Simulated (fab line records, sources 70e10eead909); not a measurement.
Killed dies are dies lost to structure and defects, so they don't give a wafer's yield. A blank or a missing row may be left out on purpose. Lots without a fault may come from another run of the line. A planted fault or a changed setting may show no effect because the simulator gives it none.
A struck lot beside a sound one | flow nand_harc | 15 steps out of a route of 1302
Sound: wafers L133.2, L133.3, L133.6. Struck: wafers L130.1, L130.2, L130.6. The cause comes at the end.
At each step with rows: each side's tool, then ch and its chambers, then its first start. Under that, the readings that differ: sound wafers | struck wafers | difference of the means | sigmas: that difference in standard deviations of wafers without a fault.
alike: readings whose means differ by less than 2 such deviations, and words and numbers that are the same on both sides. not compared: withheld readings, readings that some wafer has no value for, bounds like >300 that may hide the same value, and numbers for which the record gives no deviation and whose values overlap.
The two part at a step that has a row with sigmas, a row that says differs or no value, or rows on one side only. Numbers that don't overlap but have no deviation are shown without sigmas and don't part them. A reading that every wafer of one side lacks parts them only if that side has two wafers or more.

NHARC_A_CONTACT_CD_MEAS_69: target cd 300 nm.
  sound on cd_sem-03 ch 0, day 30 03:22; struck on cd_sem-01 ch 0, day 28 04:40
  alike: cd_nm
NHARC_A_CONTACT_OVL_MEAS_70:
  sound on overlay-01, day 30 03:28; struck on overlay-01, day 28 04:46
  reading           | sound       | struck         | difference | sigmas
  overlay_x_nm (nm) | 1.0 0.4 0.4 | -1.8 -2.1 -2.1 | -2.6       | -4
  alike: overlay_y_nm
NHARC_A_CONTACT_INSPECT_71:
  sound on defect_inspect-01, day 30 03:29; struck on defect_inspect-02, day 28 04:47
  alike: raw_defect_count
NHARC_A_CONTACT_DESCUM_74: chemistry O2, time 3 s.
  sound on rie_diel-08 ch 0,1,2, day 30 03:33; struck on rie_diel-08 ch 1,3, day 28 04:51
  alike: drypump_motor_current_A, oes_product_au, rf_vpp_V, showerhead_plenum_p_Torr, throttle_valve_pct
  not compared: rf_hours_counter_h
then, 1 step without rows for these wafers: NHARC_A_CONTACT_ETCH_75 (etches the open film in CF4, target depth 39 nm, time 65 s).
NHARC_A_CONTACT_ETCH_76: etches the open film in N2/H2, target depth 260 nm, time 475.3 s.
  sound on rie_diel-08 ch 0,1,2; struck on rie_diel-08 ch 0,2
  alike: bias_w, chamber_pressure_mTorr, drypump_motor_current_A, oes_product_au, rf_vpp_V, showerhead_plenum_p_Torr, throttle_valve_pct
  not compared: rf_hours_counter_h
NHARC_A_CONTACT_ETCH_77: etches the open film in CF4/CHF3, target depth 108.9 nm, time 54.5 s.
  sound on rie_diel-08 ch 0,2,3; struck on rie_diel-08 ch 0,1
  alike: bias_w, cf4_flow_sccm, drypump_motor_current_A, oes_product_au, rf_vpp_V, showerhead_plenum_p_Torr, throttle_valve_pct
  not compared: rf_hours_counter_h
NHARC_A_CONTACT_ETCH_78: etches the open film in O2/COS, target depth 5300 nm, time 1378 s.
  sound on rie_diel-08 ch 2,3; struck on rie_diel-08 ch 0,1,3
  alike: bias_w, chamber_pressure_mTorr, drypump_motor_current_A, oes_product_au, rf_vpp_V, showerhead_plenum_p_Torr, throttle_valve_pct
  not compared: rf_hours_counter_h
NHARC_A_CONTACT_ETCH_124: etches the open film in C4F8/O2/Ar, time 140 s, target depth 700 nm.
  sound on har_cap_etch-01 ch 0,1, day 30 05:07; struck on har_cap_etch-02 ch 0,1, day 28 06:24
  alike: chamber_pressure_mTorr, oes_air_line_au
  not compared: rf_hours_counter_h
then, 3 steps without rows for these wafers: NHARC_A_CONTACT_ETCH_125 (etches the open film in C4F8/O2/Ar, time 197 s, target depth 1918 nm); NHARC_A_CONTACT_ETCH_126 (etches the open film in C4F8/O2/Ar, time 197 s, target depth 1918 nm); NHARC_A_CONTACT_ETCH_127 (etches the open film in C4F8/O2/Ar, time 197 s, target depth 1918 nm).
NHARC_A_CONTACT_ETCH_128: etches the open film in C4F8/O2/Ar, time 197 s, target depth 1918 nm.
  sound on har_cap_etch-01 ch 0,1, day 30 05:50; struck on har_cap_etch-02 ch 0,1, day 28 07:08
  no value came back on the struck wafers for chamber_pressure_mTorr (mTorr), oes_air_line_au (a.u.), time_s (s); on the sound wafers chamber_pressure_mTorr (mTorr) reads 20.004 19.977 19.999
  not compared: rf_hours_counter_h
then, 1 step without rows for these wafers: NHARC_A_CONTACT_ETCH_129 (etches the open film in C4F8/O2/Ar, time 197 s, target depth 1918 nm).
-- the record jumps here: 2 days lie between the struck wafers' starts before and after (it left off in module A_CONTACT and takes up again in module END, whose first step shown is number 1302 of the route) --
NHARC_END_SORT_01:
  sound on prober-01 ch 0, day 33 05:37; struck on prober-01 ch 0, day 30 12:39
  reading         | sound    | struck      | difference | sigmas
  killed_at_array | 34 35 32 | 676 674 674 | +641       | +32
  killed_dies     | 40 37 33 | 677 677 677 | +640       | +30
  alike: killed_at_other, killed_at_periphery, killed_open, killed_short

WHERE THEY PART
First at NHARC_A_CONTACT_OVL_MEAS_70; last, within this record, at NHARC_END_SORT_01.

WHY: what the simulator had put in
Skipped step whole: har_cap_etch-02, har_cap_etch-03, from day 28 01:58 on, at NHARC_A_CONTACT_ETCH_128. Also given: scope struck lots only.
